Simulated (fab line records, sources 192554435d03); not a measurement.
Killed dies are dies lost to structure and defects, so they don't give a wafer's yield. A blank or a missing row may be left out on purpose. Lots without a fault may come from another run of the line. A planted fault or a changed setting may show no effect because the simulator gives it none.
Split-lot experiment | flow n5_finfet | 7 lots, 21 wafers read, on a route of 1938 steps

THE SPLIT
At N5_HKMG_FIN_EXPOSE_46 (exposes mask NDIPOLE), the setting dose_mj was moved away from the recipe's 40 on 7 of the 21 wafers read, by -4.5% to +6.5%. The other wafers ran this setting at the recipe's value.

FROM THE SPLIT TO THE READING: what the file shows between them, 2 steps
- N5_HKMG_FIN_PEB_47: peb time 60 s
- N5_HKMG_FIN_DEVELOP_48: develop time 30 s

THE READING
cd_nm, in nm, at N5_HKMG_FIN_CD_MEAS_49 (target cd 202 nm). Fault-free wafers of this fab line usually give 202.0 nm, standard deviation 0.63 nm.

wafer  | tool, chamber at the split | dose_mj as run | against the recipe | cd_nm, nm | against lot-mates on the recipe
L074.1 | arfi_scanner-01, 0         | 40             | recipe             | 202.8     | -
L074.3 | arfi_scanner-01, 0         | 40             | recipe             | 202.5     | -
L074.5 | arfi_scanner-01, 0         | 40             | recipe             | 202.2     | -
L076.1 | arfi_scanner-02, 0         | 38.19          | -4.5%              | 200.2     | -2.5
L076.4 | arfi_scanner-02, 0         | 40             | recipe             | 203.0     | -
L076.5 | arfi_scanner-02, 0         | 40             | recipe             | 202.3     | -
L077.1 | arfi_scanner-01, 0         | 42.6           | +6.5%              | 205.3     | +3.6
L077.4 | arfi_scanner-01, 0         | 40             | recipe             | 201.7     | -
L077.5 | arfi_scanner-01, 0         | 42.6           | +6.5%              | 205.6     | +3.9
L080.1 | arfi_scanner-03, 0         | 40             | recipe             | 202.2     | -
L080.2 | arfi_scanner-03, 0         | 40             | recipe             | 202.0     | -
L080.6 | arfi_scanner-03, 0         | 40             | recipe             | 202.3     | -
L082.1 | arfi_scanner-03, 0         | 40             | recipe             | 201.8     | -
L082.4 | arfi_scanner-03, 0         | 40             | recipe             | 202.8     | -
L082.6 | arfi_scanner-03, 0         | 40             | recipe             | 202.3     | -
L083.4 | arfi_scanner-02, 0         | 40.86          | +2.2%              | 202.6     | +1.6
L083.5 | arfi_scanner-02, 0         | 40.86          | +2.2%              | 204.2     | +3.2
L083.6 | arfi_scanner-02, 0         | 40             | recipe             | 201.0     | -
L086.3 | arfi_scanner-01, 0         | 40             | recipe             | 200.9     | -
L086.4 | arfi_scanner-01, 0         | 41.39          | +3.5%              | 202.9     | +2.0
L086.5 | arfi_scanner-01, 0         | 41.39          | +3.5%              | 203.0     | +2.1

THE FIT
A straight line over all 21 wafers: cd_nm changes by +0.457 nm for each +1% of dose_mj; r = +0.87; the points scatter about the line by 0.65 nm.
The same after taking each lot's own level away (the mean of its wafers on the recipe; 21 wafers): +0.595 nm for each +1%; r = +0.95; scatter 0.5 nm.
On that fit, the largest move of dose_mj shifts the reading by 3.9 nm.
The lots' own levels span 200.90 to 202.65 nm, that is 2.8 times the standard deviation above.
So the lot-to-lot level changes the slope: the two fits differ.
Check: with one of the wafers moved furthest among these (+6.5%) left out of the fit, the line predicts +4.14 nm for it against its lot-mates. It came out at +3.6 nm against them.

THE WHOLE CHAIN: every reading that the file lists as answering this split, in the file's order
step                   | what it does                                           | reading                                                                | change (the file's fit)               | r (the file's)
N5_HKMG_FIN_CD_MEAS_49 | target cd 202 nm                                       | cd_nm                                                                  | +0.605 nm for each +1% of the setting | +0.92
N5_HKMG_FIN_ETCH_54    | etches SiARC in CF4, target depth 45.5 nm, time 75.8 s | HKMG_FIN.cd_offset_nm (the simulator's own value, which no gauge read) | +0.564 nm for each +1% of the setting | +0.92

THE FILE'S OWN FIT
cd_nm changes by +0.605 nm for each +1% of dose_mj, r = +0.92.
